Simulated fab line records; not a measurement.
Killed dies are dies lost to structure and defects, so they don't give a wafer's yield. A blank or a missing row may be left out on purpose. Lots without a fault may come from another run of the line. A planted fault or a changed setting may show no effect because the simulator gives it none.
Chamber matching || flow n5-finfet || pecvd-01 running N5_BEOL_M5_PECVD_70: 3 sister chambers
The step deposits SiO2 from TEOS/O2, target thk 16 nm, time 18 s. 16 wafers are shown with their chamber, then 8 later ones without.

== EACH WAFER AND ITS CHAMBER ==
{"wafer": "L074.1", "chamber": 2, "throttle-valve-pct (%)": 21.8, "showerhead-plenum-p-Torr (Torr)": 8.79, "heater-power-w (W)": 876}
{"wafer": "L074.2", "chamber": 1, "throttle-valve-pct (%)": 25.4, "showerhead-plenum-p-Torr (Torr)": 8.82, "heater-power-w (W)": 732}
{"wafer": "L074.6", "chamber": 1, "throttle-valve-pct (%)": 25.4, "showerhead-plenum-p-Torr (Torr)": 8.83, "heater-power-w (W)": 749}
{"wafer": "L076.3", "chamber": 2, "throttle-valve-pct (%)": 21.9, "showerhead-plenum-p-Torr (Torr)": 8.81, "heater-power-w (W)": 876}
{"wafer": "L076.4", "chamber": 2, "throttle-valve-pct (%)": 21.8, "showerhead-plenum-p-Torr (Torr)": 8.79, "heater-power-w (W)": 899}
{"wafer": "L076.5", "chamber": 0, "throttle-valve-pct (%)": 21.4, "showerhead-plenum-p-Torr (Torr)": 8.75, "heater-power-w (W)": 747}
{"wafer": "L078.3", "chamber": 0, "throttle-valve-pct (%)": 21.6, "showerhead-plenum-p-Torr (Torr)": 8.75, "heater-power-w (W)": 671}
{"wafer": "L078.4", "chamber": 0, "throttle-valve-pct (%)": 21.6, "showerhead-plenum-p-Torr (Torr)": 8.74, "heater-power-w (W)": 684}
{"wafer": "L078.6", "chamber": 2, "throttle-valve-pct (%)": 21.8, "showerhead-plenum-p-Torr (Torr)": 8.79, "heater-power-w (W)": 797}
{"wafer": "L080.3", "chamber": 0, "throttle-valve-pct (%)": 21.4, "showerhead-plenum-p-Torr (Torr)": 8.74, "heater-power-w (W)": 806}
{"wafer": "L080.4", "chamber": 1, "throttle-valve-pct (%)": 25.3, "showerhead-plenum-p-Torr (Torr)": 8.84, "heater-power-w (W)": 750}
{"wafer": "L080.5", "chamber": 0, "throttle-valve-pct (%)": 21.5, "showerhead-plenum-p-Torr (Torr)": 8.78, "heater-power-w (W)": 847}
{"wafer": "L089.2", "chamber": 1, "throttle-valve-pct (%)": 25.3, "showerhead-plenum-p-Torr (Torr)": 8.84, "heater-power-w (W)": 799}
{"wafer": "L089.4", "chamber": 0, "throttle-valve-pct (%)": 21.6, "showerhead-plenum-p-Torr (Torr)": 8.74, "heater-power-w (W)": 746}
{"wafer": "L089.5", "chamber": 2, "throttle-valve-pct (%)": 22.0, "showerhead-plenum-p-Torr (Torr)": 8.80, "heater-power-w (W)": 908}
{"wafer": "L091.2", "chamber": 0, "throttle-valve-pct (%)": 21.5, "showerhead-plenum-p-Torr (Torr)": 8.75, "heater-power-w (W)": 833}

SIGNATURES, as means of the wafers listed above
{"reading": "throttle-valve-pct", "chamber 0": 21.514, "chamber 1": 25.350, "chamber 2": 21.860, "scatter within a chamber": 0.0835}
{"reading": "showerhead-plenum-p-Torr", "chamber 0": 8.7500, "chamber 1": 8.8325, "chamber 2": 8.7960, "scatter within a chamber": 0.0118}
{"reading": "heater-power-w", "chamber 0": 762.00, "chamber 1": 757.50, "chamber 2": 871.20, "scatter within a chamber": 54.9}
Rule: for a wafer and a chamber, the distance is found by dividing, reading by reading, the gap between the wafer's reading and the chamber's mean by the reading's scatter, squaring, summing and taking the root. If the next closest chamber is less than 2 further off than the closest, the wafer can't be placed; otherwise it belongs to the closest. The scatter: take each reading less its chamber's mean, square it, sum over the shown wafers, divide by the number of wafers less the number of chambers, and take the root.

== WAFERS WITH NO CHAMBER GIVEN ==
{"wafer": "L091.4", "throttle-valve-pct (%)": 25.2, "showerhead-plenum-p-Torr (Torr)": 8.82, "heater-power-w (W)": 810}
{"wafer": "L091.5", "throttle-valve-pct (%)": 21.8, "showerhead-plenum-p-Torr (Torr)": 8.78, "heater-power-w (W)": 827}
{"wafer": "L094.2", "throttle-valve-pct (%)": 25.4, "showerhead-plenum-p-Torr (Torr)": 8.84, "heater-power-w (W)": 778}
{"wafer": "L094.3", "throttle-valve-pct (%)": 22.3, "showerhead-plenum-p-Torr (Torr)": 8.79, "heater-power-w (W)": 903}
{"wafer": "L094.4", "throttle-valve-pct (%)": 25.1, "showerhead-plenum-p-Torr (Torr)": 8.83, "heater-power-w (W)": 777}
{"wafer": "L097.2", "throttle-valve-pct (%)": 22.1, "showerhead-plenum-p-Torr (Torr)": 8.81, "heater-power-w (W)": 814}
{"wafer": "L097.4", "throttle-valve-pct (%)": 21.9, "showerhead-plenum-p-Torr (Torr)": 8.79, "heater-power-w (W)": 807}
{"wafer": "L097.6", "throttle-valve-pct (%)": 21.6, "showerhead-plenum-p-Torr (Torr)": 8.76, "heater-power-w (W)": 771}

== WHICH CHAMBER EACH ONE RAN IN ==
{"wafer": "L091.4", "from the rows above": 1, "in truth": 1}
{"wafer": "L091.5", "from the rows above": 2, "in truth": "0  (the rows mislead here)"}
{"wafer": "L094.2", "from the rows above": 1, "in truth": 1}
{"wafer": "L094.3", "from the rows above": 2, "in truth": 2}
{"wafer": "L094.4", "from the rows above": 1, "in truth": 1}
{"wafer": "L097.2", "from the rows above": 2, "in truth": 2}
{"wafer": "L097.4", "from the rows above": 2, "in truth": 2}
{"wafer": "L097.6", "from the rows above": 0, "in truth": 0}
Correct placement for 7 of the 8. Not placeable from these rows: 0. Wrongly placed: 1.
